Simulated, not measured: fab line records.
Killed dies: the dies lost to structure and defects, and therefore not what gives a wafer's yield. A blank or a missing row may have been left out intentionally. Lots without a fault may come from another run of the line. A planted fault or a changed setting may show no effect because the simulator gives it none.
Chamber matching    flow nand harc    NHARC_A_STAIRCASE_ETCHBACK_157 on rie diel-09 has 4 sister chambers
The step etches the open film in CH3F/O2, target depth 90 nm, time 167.14 s. 4 wafers are shown with their chamber, then 7 later ones without.

## WAFERS PAIRED WITH THEIR CHAMBERS
wafer   chamber  drypump motor current A (A)
L085.4  3        5.33
L089.4  1        5.44
L092.1  2        5.85
L092.3  0        5.29

## WAFERS MISSING THEIR CHAMBER
wafer   drypump motor current A (A)
L092.4  5.46
L093.1  5.28
L093.3  5.82
L093.4  5.33
L095.1  5.43
L095.2  5.35
L095.3  5.87

## WHICH CHAMBER EACH WENT THROUGH
wafer   from the rows above  in truth
L092.4  1                    1
L093.1  0                    0
L093.3  2                    2
L093.4  3                    3
L095.1  1                    1
L095.2  3                    3
L095.3  2                    2
Correct placement for 7 of the 7. From these rows, 0 cannot be placed. Placed wrongly: 0.
How it was worked out, from the rows above alone: a wafer's distance from a chamber is the root of the sum, over the readings, of the square of ((its reading less the chamber's mean) divided by the reading's scatter). The wafer belongs to the nearest chamber; if the next one is less than 2 further off, it can't be placed. The mean given for a chamber averages the wafers shown for that chamber. The scatter: with one shown wafer a chamber, the root of the mean of the squares of how far each hidden wafer lies from its nearest shown one.
